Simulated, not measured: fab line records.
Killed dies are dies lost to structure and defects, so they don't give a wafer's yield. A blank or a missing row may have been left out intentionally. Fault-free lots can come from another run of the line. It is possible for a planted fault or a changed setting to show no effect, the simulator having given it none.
Which tool did it? / flow n5 finfet / 10 lots, 30 wafers sampled, at 5 steps of a route of 1938

WHAT THE GAUGES SHOWED, per wafer
N5_WELL_APT_CD_MEAS_25: the cd target is 200 nm.
lot=L728; measured=day 1 14:51; on=cd sem-03; cd nm (nm)=199.3 199.3 200.2
lot=L730; measured=day 2 02:48; on=cd sem-01; cd nm (nm)=200.8 202.2 201.5
lot=L732; measured=day 2 15:04; on=cd sem-02; cd nm (nm)=203.1 204.0 204.9
lot=L733; measured=day 2 21:28; on=cd sem-03; cd nm (nm)=205.1 201.3 204.3
lot=L736; measured=day 3 15:02; on=cd sem-03; cd nm (nm)=198.5 202.1 197.8
lot=L737; measured=day 3 20:50; on=cd sem-01; cd nm (nm)=197.8 199.7 200.7
lot=L738; measured=day 4 02:50; on=cd sem-01; cd nm (nm)=196.9 197.5 198.0
lot=L739; measured=day 4 08:52; on=cd sem-01; cd nm (nm)=199.0 197.6 200.0
lot=L750; measured=day 7 03:44; on=cd sem-01; cd nm (nm)=198.9 201.1 199.7
lot=L751; measured=day 7 08:44; on=cd sem-03; cd nm (nm)=200.6 201.3 201.0

N5_BEOL_M4_RC_MEAS_101.
lot=L728; measured=day 9 00:48; on=prober-02; CJ_N=4.20 4.23 4.19; DIBL_N (mV/V)=37.5 34.2 36.4; DIBL_P (mV/V)=37.4 33.4 35.8; IOFF_N (nA/um)=0.178 0.133 0.157; IOFF_P (nA/um)=0.29 0.23 0.26; ION_N (uA/um)=673 672 666; ION_P (uA/um)=469 475 468; RS_PWELL (ohm/sq)=2993 2985 2994; SS_N (mV/dec)=71.7 70.0 71.2; SS_P (mV/dec)=73.6 73.3 73.5; VT_N (mV)=248.0 251.1 253.0; VT_P (mV)=-242 -245 -243
lot=L730; measured=day 13 19:13; on=prober-01; CJ_N=4.33 4.38 4.39; DIBL_N (mV/V)=34.5 36.8 37.0; DIBL_P (mV/V)=35.1 38.3 39.3; IOFF_N (nA/um)=0.143 0.181 0.202; IOFF_P (nA/um)=0.19 0.23 0.26; ION_N (uA/um)=664 683 688; ION_P (uA/um)=458 470 469; RS_PWELL (ohm/sq)=2999 3038 2993; SS_N (mV/dec)=71.8 71.7 72.3; SS_P (mV/dec)=73.2 74.0 73.5; VT_N (mV)=250.0 249.0 244.7; VT_P (mV)=-254 -251 -247
lot=L732; measured=day 10 23:41; on=prober-02; CJ_N=4.36 4.41 4.33; DIBL_N (mV/V)=37.7 38.0 34.4; DIBL_P (mV/V)=38.6 38.8 34.9; IOFF_N (nA/um)=0.180 0.185 0.128; IOFF_P (nA/um)=0.23 0.23 0.17; ION_N (uA/um)=685 679 671; ION_P (uA/um)=477 467 462; RS_PWELL (ohm/sq)=3061 3033 3031; SS_N (mV/dec)=71.5 72.4 71.1; SS_P (mV/dec)=73.7 73.4 72.3; VT_N (mV)=249.5 246.9 252.7; VT_P (mV)=-247 -248 -250
lot=L733; measured=day 11 22:34; on=prober-01; CJ_N=4.29 4.33 4.48; DIBL_N (mV/V)=38.5 34.9 37.2; DIBL_P (mV/V)=40.8 36.2 39.1; IOFF_N (nA/um)=0.191 0.124 0.178; IOFF_P (nA/um)=0.23 0.17 0.20; ION_N (uA/um)=689 654 700; ION_P (uA/um)=469 455 465; RS_PWELL (ohm/sq)=3015 3027 3036; SS_N (mV/dec)=71.7 71.2 71.2; SS_P (mV/dec)=73.7 73.0 74.1; VT_N (mV)=247.8 255.7 246.3; VT_P (mV)=-248 -254 -252
lot=L736; measured=day 12 12:19; on=prober-01; CJ_N=3.28 3.31 3.29; DIBL_N (mV/V)=33.4 36.5 33.5; DIBL_P (mV/V)=32.9 37.7 34.8; IOFF_N (nA/um)=0.116 0.176 0.119; IOFF_P (nA/um)=0.15 0.21 0.17; ION_N (uA/um)=661 677 665; ION_P (uA/um)=452 465 463; RS_PWELL (ohm/sq)=2744 2755 2726; SS_N (mV/dec)=71.3 71.5 70.7; SS_P (mV/dec)=71.7 73.0 72.3; VT_N (mV)=254.9 248.5 251.4; VT_P (mV)=-254 -248 -254
lot=L737; measured=day 12 18:04; on=prober-02; CJ_N=3.32 3.30 3.27; DIBL_N (mV/V)=35.9 38.7 36.8; DIBL_P (mV/V)=34.8 36.5 35.5; IOFF_N (nA/um)=0.151 0.198 0.161; IOFF_P (nA/um)=0.19 0.21 0.19; ION_N (uA/um)=683 678 674; ION_P (uA/um)=463 459 453; RS_PWELL (ohm/sq)=2721 2707 2729; SS_N (mV/dec)=71.5 73.1 71.8; SS_P (mV/dec)=73.5 73.3 73.5; VT_N (mV)=247.9 249.3 250.3; VT_P (mV)=-253 -250 -254
lot=L738; measured=day 13 03:38; on=prober-02; CJ_N=4.23 4.21 4.38; DIBL_N (mV/V)=38.4 36.0 37.1; DIBL_P (mV/V)=38.3 35.2 35.5; IOFF_N (nA/um)=0.186 0.135 0.162; IOFF_P (nA/um)=0.21 0.17 0.18; ION_N (uA/um)=689 667 677; ION_P (uA/um)=457 452 456; RS_PWELL (ohm/sq)=3022 2984 2970; SS_N (mV/dec)=71.5 71.5 71.9; SS_P (mV/dec)=73.9 73.1 73.5; VT_N (mV)=247.5 250.2 250.1; VT_P (mV)=-252 -253 -255
lot=L739; measured=day 13 09:31; on=prober-01; CJ_N=4.27 4.27 4.28; DIBL_N (mV/V)=38.1 36.0 37.3; DIBL_P (mV/V)=39.2 36.2 37.9; IOFF_N (nA/um)=0.194 0.148 0.170; IOFF_P (nA/um)=0.22 0.17 0.20; ION_N (uA/um)=699 669 677; ION_P (uA/um)=468 449 454; RS_PWELL (ohm/sq)=3000 2983 3009; SS_N (mV/dec)=71.7 71.4 71.6; SS_P (mV/dec)=73.8 73.2 73.6; VT_N (mV)=248.7 251.7 249.3; VT_P (mV)=-251 -256 -255
lot=L750; measured=day 15 08:19; on=prober-01; CJ_N=4.28 4.31 4.43; DIBL_N (mV/V)=36.7 37.2 36.0; DIBL_P (mV/V)=35.6 37.2 34.8; IOFF_N (nA/um)=0.158 0.174 0.164; IOFF_P (nA/um)=0.24 0.26 0.23; ION_N (uA/um)=666 677 686; ION_P (uA/um)=465 471 477; RS_PWELL (ohm/sq)=3036 3052 3038; SS_N (mV/dec)=71.5 71.2 71.5; SS_P (mV/dec)=73.4 73.7 73.0; VT_N (mV)=252.7 247.7 248.4; VT_P (mV)=-247 -243 -247
lot=L751; measured=day 15 11:02; on=prober-02; CJ_N=4.43 4.56 4.39; DIBL_N (mV/V)=36.1 35.9 37.9; DIBL_P (mV/V)=36.9 34.8 39.6; IOFF_N (nA/um)=0.145 0.148 0.192; IOFF_P (nA/um)=0.21 0.19 0.25; ION_N (uA/um)=660 662 697; ION_P (uA/um)=455 456 471; RS_PWELL (ohm/sq)=3016 3030 3030; SS_N (mV/dec)=71.4 71.4 72.3; SS_P (mV/dec)=73.0 72.7 73.9; VT_N (mV)=253.2 252.0 247.7; VT_P (mV)=-253 -252 -249

WHICH TOOL RAN EACH LOT (tool, then ch and the chambers of the sampled wafers, then the start)
lot=L728; N5_WELL_APT_IMPLANT_32=implanter-01 ch 0, day 1 15:26; N5_PMOS_HMC_CHANNEL_EPI_CMP_21=cmp-03 ch 0,1,3, day 1 19:16; N5_PMOS_HMC_CHANNEL_EPI_EPI_26=epi rpcvd-03 ch 0, day 1 19:35
lot=L730; N5_WELL_APT_IMPLANT_32=implanter-02 ch 0, day 2 03:14; N5_PMOS_HMC_CHANNEL_EPI_CMP_21=cmp-03 ch 2,3, day 2 07:26; N5_PMOS_HMC_CHANNEL_EPI_EPI_26=epi rpcvd-03 ch 0, day 2 07:56
lot=L732; N5_WELL_APT_IMPLANT_32=implanter-02 ch 0, day 2 15:39; N5_PMOS_HMC_CHANNEL_EPI_CMP_21=cmp-01 ch 0,2, day 2 19:37; N5_PMOS_HMC_CHANNEL_EPI_EPI_26=epi rpcvd-01 ch 0, day 2 20:05
lot=L733; N5_WELL_APT_IMPLANT_32=implanter-02 ch 0, day 2 21:49; N5_PMOS_HMC_CHANNEL_EPI_CMP_21=cmp-01 ch 0,3, day 3 01:41; N5_PMOS_HMC_CHANNEL_EPI_EPI_26=epi rpcvd-03 ch 0, day 3 02:05
lot=L736; N5_WELL_APT_IMPLANT_32=implanter-02 ch 0, day 3 15:25; N5_PMOS_HMC_CHANNEL_EPI_CMP_21=cmp-01 ch 1,2,3, day 3 19:49; N5_PMOS_HMC_CHANNEL_EPI_EPI_26=epi rpcvd-01 ch 0, day 3 20:20
lot=L737; N5_WELL_APT_IMPLANT_32=implanter-02 ch 0, day 3 21:13; N5_PMOS_HMC_CHANNEL_EPI_CMP_21=cmp-01 ch 2,3, day 4 01:17; N5_PMOS_HMC_CHANNEL_EPI_EPI_26=epi rpcvd-04 ch 0, day 4 01:55
lot=L738; N5_WELL_APT_IMPLANT_32=implanter-01 ch 0, day 4 03:27; N5_PMOS_HMC_CHANNEL_EPI_CMP_21=cmp-01 ch 0,2,3, day 4 07:11; N5_PMOS_HMC_CHANNEL_EPI_EPI_26=epi rpcvd-01 ch 0, day 4 07:36
lot=L739; N5_WELL_APT_IMPLANT_32=implanter-01 ch 0, day 4 09:14; N5_PMOS_HMC_CHANNEL_EPI_CMP_21=cmp-02 ch 0,1,3, day 4 13:09; N5_PMOS_HMC_CHANNEL_EPI_EPI_26=epi rpcvd-04 ch 0, day 4 13:31
lot=L750; N5_WELL_APT_IMPLANT_32=implanter-02 ch 0, day 7 04:14; N5_PMOS_HMC_CHANNEL_EPI_CMP_21=cmp-01 ch 0,1,2, day 7 08:34; N5_PMOS_HMC_CHANNEL_EPI_EPI_26=epi rpcvd-01 ch 0, day 7 10:44
lot=L751; N5_WELL_APT_IMPLANT_32=implanter-02 ch 0, day 7 09:18; N5_PMOS_HMC_CHANNEL_EPI_CMP_21=cmp-03 ch 0,2,3, day 7 14:13; N5_PMOS_HMC_CHANNEL_EPI_EPI_26=epi rpcvd-04 ch 0, day 7 14:33
- N5_WELL_APT_IMPLANT_32
- N5_PMOS_HMC_CHANNEL_EPI_CMP_21: polishes SiGe30, target thk 54 nm.
- N5_PMOS_HMC_CHANNEL_EPI_EPI_26: deposits Si from SiH4/H2, target thk 3.8 nm, time 22.7 s.

WHAT THE TOOLS THEMSELVES READ (means of the sampled wafers that have a number; where no wafer has one, the mark that the record gives instead)
N5_WELL_APT_IMPLANT_32.
lot=L728; tool=implanter-01; beam energy keV=49.980; rotation deg (degrees)=0.019; tilt deg (degrees)=-0.024
lot=L730; tool=implanter-02; beam energy keV=50.001; rotation deg (degrees)=0.004; tilt deg (degrees)=0.008
lot=L732; tool=implanter-02; beam energy keV=50.015; rotation deg (degrees)=0.017; tilt deg (degrees)=0.016
lot=L733; tool=implanter-02; beam energy keV=50.010; rotation deg (degrees)=0.012; tilt deg (degrees)=-0.017
lot=L736; tool=implanter-02; beam energy keV=68.479; rotation deg (degrees)=0.022; tilt deg (degrees)=-0.012
lot=L737; tool=implanter-02; beam energy keV=68.469; rotation deg (degrees)=-0.009; tilt deg (degrees)=0.004
lot=L738; tool=implanter-01; beam energy keV=50.019; rotation deg (degrees)=0.001; tilt deg (degrees)=-0.002
lot=L739; tool=implanter-01; beam energy keV=50.009; rotation deg (degrees)=0.004; tilt deg (degrees)=-0.005
lot=L750; tool=implanter-02; beam energy keV=49.986; rotation deg (degrees)=-0.016; tilt deg (degrees)=-0.001
lot=L751; tool=implanter-02; beam energy keV=49.971; rotation deg (degrees)=-0.003; tilt deg (degrees)=-0.022

N5_PMOS_HMC_CHANNEL_EPI_CMP_21.
lot=L728; tool=cmp-03; motor current A (A)=12.4
lot=L730; tool=cmp-03; motor current A (A)=12.6
lot=L732; tool=cmp-01; motor current A (A)=12.6
lot=L733; tool=cmp-01; motor current A (A)=12.4
lot=L736; tool=cmp-01; motor current A (A)=12.2
lot=L737; tool=cmp-01; motor current A (A)=12.3
lot=L738; tool=cmp-01; motor current A (A)=12.1
lot=L739; tool=cmp-02; motor current A (A)=11.8
lot=L750; tool=cmp-01; motor current A (A)=12.3
lot=L751; tool=cmp-03; motor current A (A)=12.5

N5_PMOS_HMC_CHANNEL_EPI_EPI_26.
lot=L728; tool=epi rpcvd-03; throttle valve pct (%)=10.95
lot=L730; tool=epi rpcvd-03; throttle valve pct (%)=10.88
lot=L732; tool=epi rpcvd-01; throttle valve pct (%)=10.45
lot=L733; tool=epi rpcvd-03; throttle valve pct (%)=10.86
lot=L736; tool=epi rpcvd-01; throttle valve pct (%)=10.54
lot=L737; tool=epi rpcvd-04; throttle valve pct (%)=11.08
lot=L738; tool=epi rpcvd-01; throttle valve pct (%)=10.64
lot=L739; tool=epi rpcvd-04; throttle valve pct (%)=11.12
lot=L750; tool=epi rpcvd-01; throttle valve pct (%)=10.58
lot=L751; tool=epi rpcvd-04; throttle valve pct (%)=10.99

THE ANSWER, worked out from the rows above alone
Rule: the lots themselves supply what counts as usual. Put in order of their means at a reading, lots are off if they are a third of the lots or fewer, leave a main group of 4 or more, and stand apart from it by a gap of 3 or more times the standard deviation of the main group's means; of several such gaps the widest counts. A main group is skipped when, at the precision printed for the reading in the tables above, its means are all equal. Also off: a lot with no number at a reading for which 4 or more lots have one. Where the step has rows for the other lots, those lots are counted as sound. Order of review: gauges by route order, followed by the tools' own readings, for which a lot's mean as printed above is used. The first step at which some lot is off is used, and at that step the reading that is off furthest; a lot without a number counts as furthest.
Off: L736, L737, at N5_BEOL_M4_RC_MEAS_101 (RS_PWELL). The main group has a mean of 3016 ohm/sq with a standard deviation of 20.
If a tool, at a process step before that reading, ran all the lots that are off and no sound lot after the first of them, it fits. Not tried: the gauges at N5_BEOL_M4_RC_MEAS_101; whatever is off there is also off at N5_WELL_APT_IMPLANT_32, on other tools, and gauge error can't account for it. Of those tried, none fits.

WHAT THE SIMULATOR PUT IN
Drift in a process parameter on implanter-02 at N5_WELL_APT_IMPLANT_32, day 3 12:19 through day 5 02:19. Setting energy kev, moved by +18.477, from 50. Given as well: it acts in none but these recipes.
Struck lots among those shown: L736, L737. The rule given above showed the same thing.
